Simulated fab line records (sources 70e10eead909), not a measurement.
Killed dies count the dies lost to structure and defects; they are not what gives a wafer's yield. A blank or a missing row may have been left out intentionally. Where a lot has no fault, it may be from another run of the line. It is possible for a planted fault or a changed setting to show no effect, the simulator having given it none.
Matching of chambers ; flow nandHarc ; 4 sister chambers for NHARC_A_STAIRCASE_CMP_472 on cmp-01
The step polishes SiO2. 4 wafers are shown with their chamber, then 8 later ones without.

## WAFERS WITH THEIR CHAMBER
wafer;chamber;motorCurrentA (A)
L092.1;2;12.2
L093.4;0;11.8
L093.5;1;11.7
L093.2;3;12.5

## WAFERS MISSING THEIR CHAMBER
wafer;motorCurrentA (A)
L093.3;12.2
L093.6;12.1
L094.3;12.4
L094.5;12.1
L094.6;11.7
L097.1;12.0
L097.2;11.9
L097.6;11.4

## WHICH CHAMBER EACH WENT THROUGH
wafer;from the rows above;in truth
L093.3;2;2
L093.6;can't be placed: 2 or 0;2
L094.3;can't be placed: 3 or 2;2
L094.5;can't be placed: 2 or 0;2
L094.6;can't be placed: 1 or 0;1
L097.1;can't be placed: 0 or 2 or 1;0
L097.2;can't be placed: 0 or 1 or 2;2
L097.6;can't be placed: 1 or 0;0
Placed correctly: 1 of 8. These rows do not allow placing 7 (true chamber among the candidates in 7). Number placed wrongly: 0.
How it was worked out, from the rows above alone: a wafer's distance from a chamber is the root of the sum, over the readings, of the square of ((its reading less the chamber's mean) divided by the reading's scatter). If the next closest chamber is less than 2 further off than the closest, the wafer can't be placed; otherwise it belongs to the closest. A chamber's mean is the mean of its shown wafers. The scatter: root of mean squared gap, hidden wafer to nearest shown wafer, with one shown wafer a chamber.
